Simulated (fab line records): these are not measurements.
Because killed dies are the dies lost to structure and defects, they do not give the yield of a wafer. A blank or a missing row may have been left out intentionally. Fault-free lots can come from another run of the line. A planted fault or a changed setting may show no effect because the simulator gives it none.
Chamber matching    flow nandHarc    NHARC_A_CONTACT_DESCUM_13 on rieDiel-08 has 4 sister chambers
The step chemistry O2, time 3 s. 4 wafers are shown with their chamber, then 12 later ones without.

WAFERS, EACH WITH ITS CHAMBER
wafer   chamber  drypumpMotorCurrentA (A)
L086.1  1        6.5
L088.2  0        5.6
L088.3  3        5.2
L088.4  2        6.0

WAFERS WITH NO CHAMBER GIVEN
wafer   drypumpMotorCurrentA (A)
L093.1  6.6
L093.4  5.6
L093.6  5.2
L092.1  6.6
L092.2  5.2
L092.5  5.2
L094.2  6.0
L094.3  6.5
L094.4  5.6
L096.1  5.2
L096.3  6.5
L096.4  5.5

WHICH CHAMBER EACH ONE RAN IN
wafer   from the rows above  in truth
L093.1  1                    1
L093.4  0                    0
L093.6  3                    3
L092.1  1                    1
L092.2  3                    3
L092.5  3                    3
L094.2  2                    2
L094.3  1                    1
L094.4  0                    0
L096.1  3                    3
L096.3  1                    1
L096.4  0                    0
Correctly placed: 12 of 12. Left unplaced by these rows: 0. Placed wrongly: 0.
How it was worked out, from the rows above alone: a wafer's distance from a chamber is the root of the sum, over the readings, of the square of ((its reading less the chamber's mean) divided by the reading's scatter). The wafer belongs to the nearest chamber; if the next one is less than 2 further off, it can't be placed. A chamber's mean is the mean of its shown wafers. The scatter: with one shown wafer a chamber, the root of the mean of the squares of how far each hidden wafer lies from its nearest shown one.
